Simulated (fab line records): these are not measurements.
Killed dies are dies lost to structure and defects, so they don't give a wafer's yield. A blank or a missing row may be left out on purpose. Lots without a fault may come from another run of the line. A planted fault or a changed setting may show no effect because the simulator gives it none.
Lot-split experiment | flow n5_finfet | route with 1938 steps; 7 lots, 21 wafers read

SPLIT DETAILS
At N5_MIM_BOT_ETCH_ETCH_00 (etches TiN in Cl2/BCl3, target depth 45.5 nm), the setting bias_w was moved away from the recipe's 126 W on 6 of the 21 wafers read, by -14.3% to +17.9%. The other wafers ran this setting at the recipe's value.

The reading comes from the split's own step.

THE READING
etch.depth_nm (the simulator's own value, which no gauge read), in nm, at N5_MIM_BOT_ETCH_ETCH_00 (etches TiN in Cl2/BCl3, target depth 45.5 nm). There is no usual value for it anywhere in the file. Across the 15 wafers here that went through the recipe, the average is 45.64 nm and the standard deviation 0.62 nm.

wafer  | tool, chamber at the split | bias_w as run, W | against the recipe | etch.depth_nm, nm | against lot-mates on the recipe
L074.1 | rie_metal-03, 1            | 126              | recipe             | 44.81             | -
L074.3 | rie_metal-03, 1            | 126              | recipe             | 44.58             | -
L074.6 | rie_metal-03, 1            | 126              | recipe             | 44.95             | -
L080.1 | rie_metal-01, 0            | 148.5            | +17.9%             | 47.22             | +1.12
L080.2 | rie_metal-01, 1            | 148.5            | +17.9%             | 49.15             | +3.05
L080.6 | rie_metal-01, 1            | 126              | recipe             | 46.1              | -
L087.2 | rie_metal-03, 1            | 126              | recipe             | 44.63             | -
L087.4 | rie_metal-03, 0            | 126              | recipe             | 46.26             | -
L087.5 | rie_metal-03, 0            | 108              | -14.3%             | 43.8              | -1.65
L090.1 | rie_metal-02, 1            | 126              | recipe             | 46                | -
L090.3 | rie_metal-02, 1            | 126              | recipe             | 46.06             | -
L090.6 | rie_metal-02, 1            | 126              | recipe             | 45.8              | -
L088.2 | rie_metal-03, 0            | 142.4            | +13.0%             | 48.54             | +2.77
L088.5 | rie_metal-03, 0            | 126              | recipe             | 46.41             | -
L088.6 | rie_metal-03, 1            | 126              | recipe             | 45.14             | -
L095.3 | rie_metal-02, 1            | 146.5            | +16.3%             | 48.74             | +2.56
L095.4 | rie_metal-02, 0            | 126              | recipe             | 46.18             | -
L095.6 | rie_metal-02, 0            | 146.5            | +16.3%             | 48.79             | +2.61
L093.1 | rie_metal-02, 0            | 126              | recipe             | 45.9              | -
L093.4 | rie_metal-02, 0            | 126              | recipe             | 46.19             | -
L093.6 | rie_metal-02, 0            | 126              | recipe             | 45.57             | -

FIT RESULTS
A straight line over all 21 wafers: etch.depth_nm changes by +0.164 nm for each +1% of bias_w; r = +0.89; the points scatter about the line by 0.69 nm.
The same after taking each lot's own level away (the mean of its wafers on the recipe; 21 wafers): +0.139 nm for each +1%; r = +0.90; scatter 0.55 nm.
Per that fit: largest bias_w move, reading shift of 2.5 nm.
The lots' own levels span 44.780 to 46.180 nm, that is 2.3 times the standard deviation above.
Hence the slope depends on the lot-to-lot level, as the two fits are not the same.
Check: for one of the wafers moved furthest among these (+17.9%), held out of the fit, the line's prediction against its lot-mates is +2.92 nm. Against them it came out at +1.12 nm.

OTHER SPLITS APPLIED TO THESE WAFERS
Other splits were also applied to these wafers ahead of the reading. Each is held against what the fit with the lots' levels taken away leaves over:
other split on the same wafers     | wafers away from the commonest value | r with etch.depth_nm (lot level and that fit taken away)
N5_BEOL_M13_EXPOSE_25 dose_mj      | 9                                    | +0.27
N5_BEOL_M13_DESCUM_33 time_s       | 7                                    | -0.06
N5_BEOL_M14_TRENCH_ETCH_34 time_s  | 5                                    | -0.29
N5_BEOL_M14_SPUTTER_45 time_s      | 6                                    | -0.34
N5_BEOL_M15_PEB_26 peb_temp_c      | 8                                    | -0.23
N5_BEOL_M15_ETCH_61 time_s         | 6                                    | +0.16
N5_MIM_BOT_LITHO_EXPOSE_05 dose_mj | 8                                    | +0.34

FILE'S OWN FIT
etch.depth_nm changes by +0.145 nm for each +1% of bias_w, r = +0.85.
